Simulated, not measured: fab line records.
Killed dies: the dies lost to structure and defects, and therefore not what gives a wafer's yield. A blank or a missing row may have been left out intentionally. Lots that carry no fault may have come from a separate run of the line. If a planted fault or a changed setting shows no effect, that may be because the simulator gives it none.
fab line records	flow nand_harc
record lots=5	wafers=15	last_day=24
route steps=1159 shown A_CHANNEL_FILL_D1@492 A_STAIRCASE@519 END@1158
lots untouched by any fault: they come from a run of this same line in which no faults occurred
start_h: hours from the record's opening day to when the first of the lot's shown wafers began	wait_h: hours elapsed since this lot's preceding step	" repeats the value in the row above	L1.1+2: a row that stands for several wafers	- either no value or no given start	* or withheld: withheld	< > ~ a bound
route shown NAME@n: a module of which the file shows steps, and the number in the route of the first	usual: mean/standard deviation taken from wafers without a fault	same: alike in all rows	chamber/n: place in a boat	sites: each site's reading	_std_site: how widely they spread, as a standard deviation	_edge_site: the outer-site mean with the inner-site mean subtracted	radius_mm: how far each site lies from the wafer's centre	mask NAME#n: copy n	behind: the last tool/chamber to shape the wafer	hold: the reason the lot was held/the length of the hold in hours/how it ended	device: transistor that didn't switch, given as n, p or np	end of line: the tests these same wafers got at the end of their route	where a step has no rows: the recipe by itself	killed: dies lost to structure and defects at the first sort, not the wafer's yield	map: shows each die of a wafer: x if killed, . if not, _ if none is there
set.NAME: the setting the step ran with; set.NAME@STEP: the setting that earlier step ran with	model.NAME: the simulator's own value behind a step, which no gauge read
lots seen at some steps along the route; tables by step, rows by wafer
services: from which hour (start_h, from the record's first day; less than 0 if before it) a tool's chamber was out of use, for how many hours, and why
## steps
# step NHARC_A_CHANNEL_FILL_D1_ALD_02
# recipe target_thk_a=60	pulse_time_s=10	ald_cycles=60	temp_c=300	material=SiO2
# step NHARC_A_CHANNEL_FILL_D1_ALD_03
# recipe target_thk_a=60	pulse_time_s=60	ald_cycles=58	temp_c=630	pressure_torr=2	material=SiNx
# usual chamber_pressure_Torr=1.999/0.0046	precursor_pulse_height_rel=1.003/0.021
lot.wafer	tool	chamber	start_h	wait_h	chamber_pressure_Torr	precursor_pulse_height_rel
L352.1	ald_sin_batch-01	0	-	-	1.994	1.005
L352.2	"	0	"	"	1.989	1.034
L352.3	"	0	"	"	1.989	1.035
L360.1	ald_sin_batch-02	0	-	-	1.993	1.007
L360.3	"	0	"	"	2.006	1.024
L360.5	"	0	"	"	2.005	1.035
L361.1	ald_sin_batch-03	0	-	-	2.002	1.028
L361.3	"	0	"	"	1.999	1.004
L361.4	"	0	"	"	1.996	1.032
L364.2	ald_sin_batch-01	0	-	-	1.997	1.004
L364.3	"	0	"	"	1.992	0.985
L364.6	"	0	"	"	2.000	1.000
L370.1	ald_sin_batch-02	0	-	-	1.996	0.978
L370.2	"	0	"	"	2.000	0.968
L370.5	"	0	"	"	2.007	0.996
# step NHARC_A_CHANNEL_FILL_D1_ALD_14
# recipe target_thk_a=25	pulse_time_s=10	ald_cycles=25	temp_c=300	material=SiO2
# step NHARC_A_CHANNEL_FILL_D1_ALD_15
# recipe target_thk_a=20	pulse_time_s=60	ald_cycles=19	temp_c=630	pressure_torr=2	material=SiNx
# step NHARC_A_CHANNEL_FILL_D1_ALD_16
# recipe target_thk_a=15	pulse_time_s=10	ald_cycles=15	temp_c=300	material=SiO2
# step NHARC_A_CHANNEL_FILL_D1_ANNEAL_17
# recipe temp_c=850	time_s=1800
# step NHARC_A_CHANNEL_FILL_D1_CVD_18
# recipe target_thk_a=30	temp_c=550	material=poly-Si
# step NHARC_A_CHANNEL_FILL_D1_ETCHBACK_19
# recipe target_depth_a=50	time_s=1.7	hbr_flow_sccm=150	cl2_flow_sccm=50	rf_w=400	icp_w=400	bias_w=100	chemistry=HBr/Cl2
# usual drypump_motor_current_A=5.8/0.44	oes_product_au=0.998/0.0097	throttle_valve_pct=26.406/0.0085
lot.wafer	tool	chamber	start_h	wait_h	drypump_motor_current_A	oes_product_au	rf_hours_counter_h	throttle_valve_pct
L352.3	rie_si-04	3	220.97	0.4	6.1	0.996	1.2	26.417
L352.1	"	0	"	"	5.2	1.000	0.7	26.416
L352.2	"	2	"	"	6.1	1.003	1.2	26.395
L360.1	rie_si-01	3	269.57	0.4	6.0	0.983	1.3	26.414
L360.3	"	1	"	"	6.4	1.005	1.2	26.393
L360.5	"	3	"	"	6.0	0.987	-	26.414
L361.1	rie_si-05	3	282.21	0.4	6.2	1.020	0.2	26.412
L361.3	"	0	"	"	5.7	1.015	0.2	26.422
L361.4	"	1	"	"	5.4	1.005	0.3	26.398
L364.3	rie_si-05	1	304.10	0.4	5.4	0.999	0.5	26.400
L364.2	"	2	"	"	5.9	1.000	0.5	26.413
L364.6	"	1	"	"	5.4	0.981	-	26.400
L370.2	rie_si-04	0	325.92	0.4	5.2	0.979	0.4	26.411
L370.1	"	1	"	"	5.5	0.980	0.5	26.419
L370.5	"	0	"	"	5.2	0.977	-	26.404
# step NHARC_A_CHANNEL_FILL_D1_ETCHBACK_20
# recipe target_depth_a=270	time_s=13.5	c4f8_flow_sccm=withheld	o2_flow_sccm=8	ar_flow_sccm=withheld	rf_w=600	bias_w=1500	chemistry=C4F8/O2/Ar
# step NHARC_A_CHANNEL_FILL_D1_STRIP_28
# recipe time_s=20	o2_flow_sccm=500	ar_flow_sccm=0	bias_w=0	chemistry=O2
# usual drypump_motor_current_A=5.6/0.36	oes_product_au=0.996/0.013	rf_vpp_V=57.8/1	showerhead_plenum_p_Torr=3.52/0.14	throttle_valve_pct=17.037/0.0087
lot.wafer	tool	chamber	start_h	wait_h	drypump_motor_current_A	oes_product_au	rf_hours_counter_h	rf_vpp_V	showerhead_plenum_p_Torr	throttle_valve_pct
L352.2	rie_diel-13	1	221.19	0.1	5.2	0.972	3	58.0	3.44	17.052
L352.1	"	2	"	"	5.3	0.998	3	58.5	3.76	17.044
L352.3	"	3	"	"	5.1	0.998	3	56.8	3.55	17.032
L360.3	rie_diel-13	2	269.78	0.1	5.3	0.994	4	59.5	3.76	17.030
L360.1	"	0	"	"	5.9	0.975	4	56.8	3.64	17.019
L360.5	"	2	"	"	5.3	1.001	-	56.9	3.76	17.037
L361.4	rie_diel-04	3	282.43	0.1	6.0	1.002	5	58.4	3.44	17.047
L361.1	"	0	"	"	6.3	0.999	5	57.5	3.39	17.034
L361.3	"	2	"	"	5.5	0.988	5	55.9	3.30	17.047
L364.3	rie_diel-13	2	304.34	0.1	5.3	1.008	0	58.6	3.76	17.053
L364.2	"	0	"	"	5.8	1.006	0	57.5	3.64	17.035
L364.6	"	2	"	"	5.3	1.005	-	57.8	3.76	17.017
L370.1	rie_diel-13	2	326.13	0.1	5.3	1.008	1	58.3	3.76	17.037
L370.2	"	3	"	"	5.1	1.021	1	57.5	3.55	17.050
L370.5	"	1	"	"	5.2	0.990	-	56.6	3.44	17.039
# step NHARC_A_CHANNEL_FILL_D1_PRECLEAN_21
# recipe time_s=30	chemistry=dHF
# step NHARC_A_CHANNEL_FILL_D1_SRD_23
# step NHARC_A_CHANNEL_FILL_D1_CVD_05
# recipe target_thk_a=50	temp_c=550	material=poly-Si
# usual spike_tc_upper_C=547.9/1.4	zone_power_upper_pct=7.6/0.43
lot.wafer	tool	chamber	start_h	wait_h	spike_tc_upper_C	zone_power_upper_pct
L352.1	lpcvd_poly-02	0	223.75	2.4	547.3	7.9
L352.2	"	0	"	"	546.7	7.9
L352.3	"	0	"	"	548.5	7.9
L360.1	lpcvd_poly-04	0	272.15	2.2	545.9	8.0
L360.3	"	0	"	"	546.5	7.7
L360.5	"	0	"	"	546.2	7.8
L361.1	lpcvd_poly-04	0	284.81	2.3	546.0	7.9
L361.3	"	0	"	"	546.0	8.0
L361.4	"	0	"	"	545.6	7.9
L364.2	lpcvd_poly-02	0	306.86	2.4	548.0	7.9
L364.3	"	0	"	"	547.0	8.0
L364.6	"	0	"	"	548.6	8.0
L370.1	lpcvd_poly-01	0	328.67	2.4	548.2	7.1
L370.2	"	0	"	"	549.9	7.1
L370.5	"	0	"	"	549.3	7.1
# step NHARC_A_CHANNEL_FILL_D1_ANNEAL_22
# recipe temp_c=620	time_s=7200
# step NHARC_A_CHANNEL_FILL_D1_THK_MEAS_06
# recipe thk_meas_gauge=ellipsometry
# usual thk_nm=5.0/0.96
lot.wafer	tool	chamber	start_h	wait_h	thk_nm
L352.1	film_metro-01	-	233.10	0.4	5.5
L352.2	"	-	"	"	6.2
L352.3	"	-	"	"	6.4
L360.1	film_metro-01	-	281.19	0.4	4.0
L360.3	"	-	"	"	4.2
L360.5	"	-	"	"	5.6
L361.1	film_metro-01	-	293.91	0.4	8.1
L361.3	"	-	"	"	6.9
L361.4	"	-	"	"	5.9
L364.2	film_metro-02	-	315.94	0.4	4.6
L364.3	"	-	"	"	5.0
L364.6	"	-	"	"	3.8
L370.1	film_metro-02	-	338.06	0.4	4.7
L370.2	"	-	"	"	3.5
L370.5	"	-	"	"	4.8
# step NHARC_A_CHANNEL_FILL_D1_ALD_25
# recipe target_thk_a=600	pulse_time_s=10	ald_cycles=600	temp_c=300	material=SiOx
# step NHARC_A_CHANNEL_FILL_D1_ETCHBACK_08
# recipe target_depth_a=2200	time_s=110	c4f8_flow_sccm=20	ar_flow_sccm=withheld	rf_w=600	bias_w=300	chemistry=C4F8
# step NHARC_A_CHANNEL_FILL_D1_STRIP_29
# recipe time_s=20	o2_flow_sccm=500	ar_flow_sccm=0	bias_w=0	chemistry=O2
# step NHARC_A_CHANNEL_FILL_D1_PRECLEAN_30
# recipe time_s=30	chemistry=dHF
# step NHARC_A_CHANNEL_FILL_D1_SRD_31
# step NHARC_A_CHANNEL_FILL_D1_CVD_09
# recipe target_thk_a=1500	temp_c=620	pressure_mtorr=200	time_s=3000	material=poly-Si
# step NHARC_A_CHANNEL_FILL_D1_CMP_10
# recipe target_thk_nm=150
# step NHARC_A_CHANNEL_FILL_D1_SRD_12
# step NHARC_A_CHANNEL_FILL_D1_RTA_24
# recipe temp_c=1000	time_s=5
# step NHARC_A_CHANNEL_FILL_D1_INSPECT_13
# usual raw_defect_count=277/100
lot.wafer	tool	chamber	start_h	wait_h	raw_defect_count
L352.1	defect_inspect-02	-	247.51	0.2	241
L352.2	"	-	"	"	212
L352.3	"	-	"	"	240
L360.1	defect_inspect-02	-	293.31	0.2	216
L360.3	"	-	"	"	265
L360.5	"	-	"	"	278
L361.1	defect_inspect-01	-	306.05	0.2	214
L361.3	"	-	"	"	207
L361.4	"	-	"	"	252
L364.2	defect_inspect-01	-	328.16	0.1	700
L364.3	"	-	"	"	279
L364.6	"	-	"	"	518
L370.1	defect_inspect-01	-	350.13	0.2	424
L370.2	"	-	"	"	379
L370.5	"	-	"	"	388
# step NHARC_A_STAIRCASE_DEP_156
# recipe target_thk_a=500	temp_c=400	target_thk_nm=50	flow_sccm=200	rf_w=450	material=SiNx
# step NHARC_A_STAIRCASE_DEHYDRATE_158
# recipe temp_c=150	time_s=120
# step NHARC_A_STAIRCASE_HMDS_159
# recipe time_s=30
# step NHARC_A_STAIRCASE_COAT_160
# recipe spin_rpm=1200
# step NHARC_A_STAIRCASE_SOFTBAKE_161
# recipe temp_c=135	time_s=170
# step NHARC_A_STAIRCASE_EBR_162
# step NHARC_A_STAIRCASE_EXPOSE_163
# recipe na=0.5	dose_mj=20.01	mask_id=STAIR_OPEN
# step NHARC_A_STAIRCASE_PEB_164
# recipe peb_temp_c=115	peb_time_s=130
# step NHARC_A_STAIRCASE_DEVELOP_165
# recipe time_s=140
# step NHARC_A_STAIRCASE_HARDBAKE_167
# recipe temp_c=120	time_s=140
# step NHARC_A_STAIRCASE_DESCUM_168
# recipe time_s=3	o2_flow_sccm=200	ar_flow_sccm=0	bias_power_w=0	chemistry=O2
# usual drypump_motor_current_A=5.9/0.51	oes_product_au=1.004/0.0079	rf_vpp_V=57.8/0.85	showerhead_plenum_p_Torr=1.91/0.065	throttle_valve_pct=11.311/0.0089
lot.wafer	tool	chamber	start_h	wait_h	drypump_motor_current_A	oes_product_au	rf_hours_counter_h	rf_vpp_V	showerhead_plenum_p_Torr	throttle_valve_pct
L352.2	rie_diel-09	1	248.75	-	5.7	0.997	58	57.9	1.95	11.305
L352.3	"	2	"	"	6.2	1.011	55	57.6	1.96	11.318
L352.1	"	0	"	"	4.8	1.011	60	56.3	1.91	11.307
L360.3	rie_diel-07	3	294.25	-	6.4	1.000	22	59.6	1.95	11.309
L360.1	"	1	"	"	5.8	1.028	25	57.4	1.80	11.303
L360.5	"	3	"	"	6.4	0.999	-	58.1	1.95	11.307
L361.1	rie_diel-07	1	307.10	-	5.7	1.032	29	55.3	1.80	11.318
L361.4	"	2	"	"	5.7	1.001	27	58.9	1.99	11.301
L361.3	"	0	"	"	6.5	1.004	29	58.2	1.83	11.315
L364.2	rie_diel-09	2	329.22	-	6.1	1.005	21	58.8	1.95	11.306
L364.3	"	0	"	"	4.8	0.995	26	57.2	1.90	11.312
L364.6	"	2	"	"	6.2	1.001	-	57.6	1.95	11.317
L370.1	rie_diel-06	3	351.41	-	6.1	1.001	31	57.3	1.93	11.294
L370.2	"	1	"	"	6.0	0.998	41	57.9	1.85	11.298
L370.5	"	3	"	"	6.1	1.011	-	59.3	1.93	11.299
# step NHARC_A_STAIRCASE_ETCH_169
# recipe target_depth_a=500	time_s=107.1	ion_energy_ev=120	ch3f_flow_sccm=50	o2_flow_sccm=30	ar_flow_sccm=200	rf_w=500	bias_w=100	chemistry=CH3F/O2
# step NHARC_A_STAIRCASE_ETCH_170
# recipe target_depth_a=2000	time_s=66.667	ion_energy_ev=250	c4f6_flow_sccm=25	o2_flow_sccm=20	ar_flow_sccm=500	rf_w=600	bias_w=500	chemistry=C4F6/O2
# usual drypump_motor_current_A=5.9/0.51	oes_product_au=0.976/0.011	rf_vpp_V=546.6/2.6	showerhead_plenum_p_Torr=3.91/0.12	throttle_valve_pct=26.903/0.0095
lot.wafer	tool	chamber	start_h	wait_h	drypump_motor_current_A	oes_product_au	rf_hours_counter_h	rf_vpp_V	showerhead_plenum_p_Torr	throttle_valve_pct
L352.1	rie_diel-09	2	-	-	6.2	0.977	55	548.8	4.01	26.918
L352.3	"	3	"	"	6.3	0.970	57	547.2	3.99	26.905
L352.2	"	0	"	"	4.8	0.976	60	547.4	3.91	26.899
L360.3	rie_diel-07	1	-	-	5.8	1.002	25	542.1	3.71	26.903
L360.1	"	2	"	"	5.7	0.965	23	549.9	4.08	26.896
L360.5	"	1	"	"	5.8	0.983	-	542.8	3.71	26.924
L361.1	rie_diel-07	3	-	-	6.4	0.976	27	547.9	3.99	26.930
L361.4	"	0	"	"	6.6	0.953	29	544.4	3.77	26.896
L361.3	"	1	"	"	5.8	0.969	29	541.9	3.71	26.915
L364.3	rie_diel-09	3	-	-	6.4	0.972	25	549.1	3.98	26.903
L364.2	"	0	"	"	4.8	0.967	26	546.2	3.90	26.879
L364.6	"	2	"	"	6.2	0.981	-	547.4	3.99	26.885
L370.1	rie_diel-06	1	-	-	6.1	0.950	41	542.8	3.80	26.909
L370.2	"	2	"	"	5.0	0.962	41	549.2	3.99	26.905
L370.5	"	3	"	"	6.1	0.967	-	546.0	3.96	26.906
# step NHARC_A_STAIRCASE_STRIP_171
# recipe power_w=1500	temp_c=250	chemistry=O2
# step NHARC_END_WLT_00
# usual VT_DECK1_BOTTOM=0.873/0.0079	VT_DECK1_BOTTOM_INNER=0.873/0.0077	VT_DECK1_MEDIAN_NEAR_BOTTOM=0.875/0.0078	VT_DECK1_MEDIAN_NEAR_BOTTOM_INNER=0.874/0.0079	VT_DECK1_MIDDLE=0.887/0.0075	VT_DECK1_MIDDLE_INNER=0.888/0.0075	VT_DECK1_TOP=0.899/0.0076	VT_DECK1_TOP_INNER=0.899/0.0077
lot.wafer	tool	chamber	start_h	wait_h	VT_DECK1_BOTTOM	VT_DECK1_BOTTOM_INNER	VT_DECK1_MEDIAN_NEAR_BOTTOM	VT_DECK1_MEDIAN_NEAR_BOTTOM_INNER	VT_DECK1_MIDDLE	VT_DECK1_MIDDLE_INNER	VT_DECK1_TOP	VT_DECK1_TOP_INNER
L352.1	prober-01	-	446.59	0.0	0.856	0.852	0.860	0.851	0.873	0.869	0.888	0.884
L352.2	"	-	"	"	0.855	0.853	0.853	0.855	0.878	0.872	0.887	0.885
L352.3	"	-	"	"	0.864	0.865	0.865	0.855	0.875	0.873	0.879	0.875
L360.1	prober-02	-	491.56	1.6	0.879	0.888	0.876	0.882	0.895	0.898	0.899	0.909
L360.3	"	-	492.56	2.6	0.881	0.874	0.883	0.877	0.901	0.895	0.901	0.915
L360.5	"	-	493.56	3.6	0.880	0.880	0.879	0.879	0.894	0.893	0.902	0.904
L361.1	prober-02	-	507.76	0.3	0.927	0.939	0.940	0.942	0.958	0.964	0.975	0.988
L361.3	"	-	"	"	0.940	0.952	0.956	0.955	0.969	0.963	0.989	0.982
L361.4	"	-	"	"	0.940	0.941	0.947	0.949	0.966	0.969	0.991	0.977
L364.2	prober-01	-	524.92	0.5	0.875	0.864	0.875	0.867	0.879	0.880	0.896	0.898
L364.3	"	-	"	"	0.868	0.875	0.865	0.868	0.893	0.882	0.895	0.896
L364.6	"	-	526.87	2.5	0.867	0.865	0.867	0.861	0.878	0.886	0.900	0.899
L370.1	prober-01	-	566.60	4.7	0.869	0.868	0.876	0.873	0.883	0.887	0.894	0.888
L370.2	"	-	"	"	0.870	0.877	0.884	0.881	0.884	0.889	0.891	0.893
L370.5	"	-	568.59	6.7	0.881	0.872	0.876	0.872	0.878	0.889	0.895	0.892
## services
tool	chamber	start_h	hours	kind
rie_si-04	2	176.11	4.0	repair
rie_diel-09	-	214.98	1.6	repair
rie_diel-04	-	222.09	0.6	repair
rie_diel-07	-	228.36	9.0	pm
rie_diel-13	-	232.58	0.3	repair
rie_si-05	2	237.27	3.1	repair
rie_si-05	-	239.05	9.0	pm
rie_diel-09	-	240.67	0.8	repair
rie_diel-06	-	242.47	9.0	pm
rie_diel-13	2	250.93	8.0	repair
rie_diel-09	-	254.11	9.0	pm
rie_si-04	-	266.55	0.4	repair
rie_diel-06	-	275.48	0.3	repair
rie_diel-13	-	276.00	9.0	pm
rie_si-04	-	276.00	9.0	pm
rie_diel-09	1	282.27	4.0	repair
rie_diel-09	2	285.48	8.2	repair
rie_diel-06	3	291.21	21.8	repair
rie_diel-07	1	310.76	2.2	repair
lpcvd_poly-04	-	315.23	26.0	pm
rie_si-04	1	318.20	3.7	repair
rie_diel-06	3	326.38	3.6	repair
rie_diel-06	0	328.72	43.8	repair
rie_diel-07	2	340.48	15.5	repair
## key
first_sign step=NHARC_END_WLT_00	reading=VT_DECK1_TOP	direction=up	sigmas=11	usual=0.899	struck=0.985
effect step=NHARC_END_WLT_00	reading=VT_DECK1_TOP_INNER	direction=up	sigmas=11	usual=0.899	struck=0.982
met_at NHARC_A_CHANNEL_FILL_D1_CVD_05
struck_wafers L361.1,L361.3,L361.4
tester_left_out L361
onset_between 272.15 284.81
also_fits NHARC_A_CHANNEL_FILL_D1_ALD_03:ald_sin_batch-03,NHARC_A_CHANNEL_FILL_D1_STRIP_28:rie_diel-04,NHARC_A_STAIRCASE_DESCUM_168:rie_diel-07,NHARC_A_STAIRCASE_ETCH_170:rie_diel-07
fault kind=process_parameter_drift	tool=lpcvd_poly-04	chamber=-	onset_h=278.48	steps=NHARC_A_CHANNEL_FILL_D1_CVD_05	channel=target_thk_a	offset=*	shape=step	end_h=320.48	acts_in=*	stated=*
# tester_left_out: of these lots the tester's yield and bins aren't shown, on N5 and GAA mostly nor the transistor test; their killed dies are dies lost to structure and defects alone, not to doping, threshold or leakage, so they don't give the yield
